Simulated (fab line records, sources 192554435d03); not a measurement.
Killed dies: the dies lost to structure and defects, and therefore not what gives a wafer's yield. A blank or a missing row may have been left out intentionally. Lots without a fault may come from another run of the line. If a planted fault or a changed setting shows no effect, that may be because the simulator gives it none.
3 desks, one fault :: flow n5-finfet :: only its own numbers are on each desk; what lay behind them is given at the end

== FROM THE METROLOGY DESK ==
Means of the sampled wafers that have a number, per lot and without regard to the tool the lot ran on: this is what the gauges read. The brackets show how far a lot's mean lies from the usual mean; more than 4 standard deviations puts the lot out of limits, marked OUT. Only the readings that lie furthest out on some lot appear, 7 of the 12 it has.
Columns: A = cd-nm at N5_BEOL_M4_CD_MEAS_11, usual 16.87 nm; B = M4_OVL at N5_BEOL_M4_OVL_MEAS_12, usual -0.2 nm; C = DIBL_N at N5_BEOL_M4_RC_MEAS_101, usual 36.1 mV/V; D = DIBL_P at N5_BEOL_M4_RC_MEAS_101, usual 35.8 mV/V; E = IOFF_N at N5_BEOL_M4_RC_MEAS_101, usual 0.157 nA/um; F = ION_N at N5_BEOL_M4_RC_MEAS_101, usual 677 uA/um; G = VT_N at N5_BEOL_M4_RC_MEAS_101, usual 249 mV
lot: L659
first seen here: day 9 06:23
A: 16.92
B: -0.1
C: 36.5
D: 35.8
E: 0.162
F: 676
G: 249

lot: L660
first seen here: day 9 09:28
A: 16.82
B: -0.3
C: 36.1
D: 33.8
E: 0.147
F: 672
G: 248

lot: L674
first seen here: day 13 07:53
A: 16.64
B: 0.3
C: 34.4
D: 34.1
E: 0.138
F: 674
G: 250

lot: L676
first seen here: day 13 08:05
A: 16.87
B: -0.8
C: 36.1
D: 36.0
E: 0.167
F: 685
G: 249

lot: L677
first seen here: day 13 22:58
A: 16.67
B: -0.9
C: 36.4
D: 37.4
E: 0.157
F: 674
G: 248

lot: L678
first seen here: day 14 00:18
A: 17.16
B: -0.0
C: 36.9
D: 37.2
E: 0.183
F: 696
G: 245
This desk's finding: nothing out of limits on any of the 6 lots.

== FOR THE TOOL OWNER'S DESK: rie-diel-03 ==
The tool's own readings at N5_BEOL_M4_ETCH_64 (etches SOC in N2/H2, target depth 75 nm, overetch 22.5 nm, time 121.9 s): means of the sampled wafers that have a number, for each lot that ran on this tool. The brackets show how far a lot's mean lies from the usual mean; more than 4 standard deviations puts the lot out of limits, marked OUT.
Columns: A = bias-w at N5_BEOL_M4_ETCH_64, usual 150.0 W; B = drypump-motor-current-A at N5_BEOL_M4_ETCH_64, usual 5.8 A; C = oes-product-au at N5_BEOL_M4_ETCH_64, usual 0.63 a.u.; D = rf-vpp-V at N5_BEOL_M4_ETCH_64, usual 525 V; E = showerhead-plenum-p-Torr at N5_BEOL_M4_ETCH_64, usual 2.57 Torr; F = temp-c at N5_BEOL_M4_ETCH_64, usual 40.01 C; G = throttle-valve-pct at N5_BEOL_M4_ETCH_64, usual 17.76 %
lot: L659
first seen here: day 9 06:35
A: 150.0
B: 5.6
C: 0.63
D: 525
E: 2.61
F: 39.99
G: 17.87

lot: L674
first seen here: day 13 08:08
A: 150.1
B: 6.0
C: 0.59
D: 525
E: 2.60
F: 40.11
G: 17.55

lot: L676
first seen here: day 13 08:22
A: 150.2
B: 6.0
C: 0.57
D: 525
E: 2.60
F: 40.09
G: 17.80
This desk's finding: nothing out of limits on any of the 3 lots.

== THE DEFECT DESK ==
Inspection counts along the route, by lot: the mean over sampled wafers that carry a number. The brackets show how far a lot's mean lies from the usual mean; more than 4 standard deviations puts the lot out of limits, marked OUT.
Columns: A = raw-defect-count at N5_BEOL_M4_INSPECT_13, usual 428
lot: L659
first seen here: day 9 06:28
A: 569

lot: L660
first seen here: day 9 09:34
A: 398

lot: L674
first seen here: day 13 07:58
A: 406

lot: L676
first seen here: day 13 08:10
A: 542

lot: L677
first seen here: day 13 23:03
A: 372

lot: L678
first seen here: day 14 00:24
A: 560
This desk's finding: nothing out of limits on any of the 6 lots.

== PUT TOGETHER ==
Metrology desk: nothing out of limits seen.
The desk of the tool owner found nothing out of limits.
The defect desk saw nothing out of limits.

== WHAT WAS PUT IN BY THE SIMULATOR ==
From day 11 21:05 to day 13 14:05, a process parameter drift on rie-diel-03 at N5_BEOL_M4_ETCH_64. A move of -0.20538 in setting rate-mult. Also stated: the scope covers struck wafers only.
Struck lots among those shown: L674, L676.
